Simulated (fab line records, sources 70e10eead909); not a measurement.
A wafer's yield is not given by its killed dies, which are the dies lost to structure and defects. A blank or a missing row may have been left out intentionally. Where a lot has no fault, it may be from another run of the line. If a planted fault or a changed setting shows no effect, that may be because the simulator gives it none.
The same fault as seen by 2 desks :: flow nand harc :: what lay behind the numbers comes last; until then each desk has only its own

DESK OF THE TOOL OWNER: har etch-01
The tool's own readings at NHARC_A_CHANNEL_HOLE_D2_ETCH_21 (etches the open film in C4F8/O2/Ar, time 514.3 s, target depth 1600 nm): means of the sampled wafers that have a number, for each lot that ran on this tool. A lot is out of limits, marked OUT, if its mean lies more than 4 standard deviations from the usual mean; the brackets give that distance.
Columns: A = drypump motor current A at NHARC_A_CHANNEL_HOLE_D2_ETCH_21, usual 5.5 A; B = showerhead plenum p Torr at NHARC_A_CHANNEL_HOLE_D2_ETCH_21, usual 3.69 Torr; C = throttle valve pct at NHARC_A_CHANNEL_HOLE_D2_ETCH_21, usual 32.155 %
lot: L572
first seen here: day 13 13:04
A: 6.0
B: 3.68
C: 32.158

lot: L573
first seen here: day 13 23:58
A: 5.8
B: 3.68
C: 32.154

lot: L578
first seen here: day 16 03:23
A: 5.9
B: 3.66
C: 32.157

lot: L580
first seen here: day 17 00:43
A: 5.8
B: 3.66
C: 32.148

lot: L581
first seen here: day 17 09:25
A: 5.7
B: 3.67
C: 32.156

lot: L582
first seen here: day 17 17:39
A: 5.8
B: 3.65
C: 32.162

lot: L584
first seen here: day 18 01:43
A: 5.8
B: 3.65
C: 32.155

lot: L592
first seen here: day 22 05:07
A: 6.0
B: 3.61
C: 32.164
Finding of this desk: none of the 8 lots has anything out of limits.

THE DEFECT DESK
Per lot, the means of the sampled wafers with a number show what the inspections along the route counted. A lot is out of limits, marked OUT, if its mean lies more than 4 standard deviations from the usual mean; the brackets give that distance.
Columns: A = raw defect count at NHARC_A_CHANNEL_HOLE_D2_INSPECT_40, usual 273
lot: L572
first seen here: day 13 18:18
A: 257

lot: L573
first seen here: day 14 05:14
A: 233

lot: L574
first seen here: day 14 23:11
A: 332

lot: L578
first seen here: day 16 08:41
A: 317

lot: L580
first seen here: day 17 05:59
A: 261

lot: L581
first seen here: day 17 14:37
A: 249

lot: L582
first seen here: day 17 22:55
A: 940 (+9.7) OUT

lot: L584
first seen here: day 18 06:55
A: 789 (+7.5) OUT

lot: L583
first seen here: day 18 09:02
A: 203

lot: L592
first seen here: day 22 10:27
A: 227

lot: L594
first seen here: day 22 17:08
A: 207
Finding of this desk: L582, L584 out of limits; the first was L582 at day 17 22:55, on raw defect count at NHARC_A_CHANNEL_HOLE_D2_INSPECT_40. In limits: L572, L573, L574, L578, L580, L581, L583, L592, L594.

TAKEN TOGETHER
The defect desk could have raised an alarm at day 17 22:55, on L582, L584.
Nothing out of limits was seen by the tool owner's desk.
On record at the tool owner's desk: L582, L584, within its limits.
Of the lots named, all ran NHARC_A_CHANNEL_HOLE_D2_ETCH_21 on har etch-01.

WHAT HAD BEEN PUT IN BY THE SIMULATOR
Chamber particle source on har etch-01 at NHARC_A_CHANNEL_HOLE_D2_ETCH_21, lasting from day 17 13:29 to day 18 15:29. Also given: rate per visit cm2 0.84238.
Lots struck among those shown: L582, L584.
Hours from the fault's start to each desk's first reading out of limits: the defect desk, 9.
